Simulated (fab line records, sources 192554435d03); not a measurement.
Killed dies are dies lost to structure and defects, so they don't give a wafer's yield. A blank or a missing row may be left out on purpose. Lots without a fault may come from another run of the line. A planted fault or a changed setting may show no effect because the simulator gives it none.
One fault seen from 2 desks | flow n5_finfet | each desk has only its own numbers; what lay behind them comes last

THE TOOL OWNER'S DESK: rie_diel-06
The tool's own readings at N5_MOL_CONTACT_COAG_ETCH_124 (etches SiNx in CH3F/O2, stops on SiOC, target depth 6.5 nm): means of the sampled wafers that have a number, for each lot that ran on this tool. A lot is out of limits, marked OUT, if its mean lies more than 4 standard deviations from the usual mean; the brackets give that distance.
Columns: A = bias_w at N5_MOL_CONTACT_COAG_ETCH_124, usual 73.03 W; B = chamber_pressure_mTorr at N5_MOL_CONTACT_COAG_ETCH_124, usual 30.003 mTorr; C = drypump_motor_current_A at N5_MOL_CONTACT_COAG_ETCH_124, usual 5.8 A; D = oes_product_au at N5_MOL_CONTACT_COAG_ETCH_124, usual 0.68 a.u.; E = rf_vpp_V at N5_MOL_CONTACT_COAG_ETCH_124, usual 298.1 V; F = showerhead_plenum_p_Torr at N5_MOL_CONTACT_COAG_ETCH_124, usual 2.01 Torr; G = throttle_valve_pct at N5_MOL_CONTACT_COAG_ETCH_124, usual 16.41 %
lot  | first seen here | A               | B      | C   | D    | E               | F    | G
L724 | day 5 14:56     | 73.13           | 30.032 | 6.4 | 0.66 | 298.7           | 2.01 | 16.62
L729 | day 6 17:23     | 72.99           | 29.988 | 6.0 | 0.70 | 297.7           | 1.99 | 16.48
L730 | day 6 18:08     | 73.02           | 29.976 | 6.0 | 0.70 | 298.4           | 1.99 | 16.47
L735 | day 8 03:19     | 73.08           | 29.999 | 6.5 | 0.66 | 298.3           | 1.98 | 16.72
L737 | day 8 07:28     | 73.02           | 30.021 | 6.3 | 0.67 | 299.6           | 2.01 | 16.58
L745 | day 10 11:40    | 81.50 (+40) OUT | 30.007 | 6.0 | 0.67 | 325.1 (+12) OUT | 1.98 | 16.53
This desk's finding: out of limits on L745; first on L745, day 10 11:40 (bias_w at N5_MOL_CONTACT_COAG_ETCH_124). In limits: L724, L729, L730, L735, L737.

THE METROLOGY DESK
What the gauges read, lot by lot, whatever tool the lot ran on: means of the sampled wafers that have a number. A lot is out of limits, marked OUT, if its mean lies more than 4 standard deviations from the usual mean; the brackets give that distance. Of its 11 readings 7 are shown: those that lie furthest out on some lot.
Columns: A = DIBL_N at N5_BEOL_M4_RC_MEAS_101, usual 36.3 mV/V; B = DIBL_P at N5_BEOL_M4_RC_MEAS_101, usual 36.3 mV/V; C = IOFF_P at N5_BEOL_M4_RC_MEAS_101, usual 0.22 nA/um; D = ION_N at N5_BEOL_M4_RC_MEAS_101, usual 675 uA/um; E = ION_P at N5_BEOL_M4_RC_MEAS_101, usual 465 uA/um; F = SS_N at N5_BEOL_M4_RC_MEAS_101, usual 71.4 mV/dec; G = VT_P at N5_BEOL_M4_RC_MEAS_101, usual -249 mV
lot  | first seen here | A    | B    | C    | D   | E   | F    | G
L724 | day 5 13:26     | 36.4 | 37.4 | 0.21 | 673 | 463 | 71.5 | -251
L729 | day 6 16:17     | 37.0 | 37.3 | 0.22 | 677 | 469 | 72.0 | -251
L730 | day 6 17:04     | 36.6 | 36.2 | 0.19 | 675 | 461 | 71.5 | -252
L735 | day 8 01:58     | 36.9 | 37.2 | 0.19 | 671 | 457 | 71.9 | -253
L736 | day 8 03:15     | 36.4 | 36.8 | 0.24 | 679 | 471 | 71.2 | -246
L737 | day 8 06:27     | 34.2 | 34.4 | 0.18 | 677 | 462 | 71.3 | -254
L745 | day 10 10:36    | 36.7 | 36.2 | 0.24 | 688 | 476 | 71.2 | -248
L747 | day 10 23:23    | 37.5 | 38.3 | 0.28 | 679 | 473 | 71.2 | -244
This desk's finding: nothing out of limits on any of the 8 lots.

PUT TOGETHER
The tool owner's desk could have raised an alarm at day 10 11:40, on L745.
The metrology desk saw nothing out of limits.
The metrology desk has L745 on record, within its limits.
Of the lots named, all ran N5_MOL_CONTACT_COAG_ETCH_124 on rie_diel-06.

WHAT THE SIMULATOR HAD PUT IN
Process parameter drift: rie_diel-06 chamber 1, from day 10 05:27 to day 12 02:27, at N5_MOL_CONTACT_COAG_ETCH_124. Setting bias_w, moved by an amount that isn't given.
Lots struck among those shown: L745.
Hours from the fault's start to each desk's first reading out of limits: the tool owner's desk, 6.
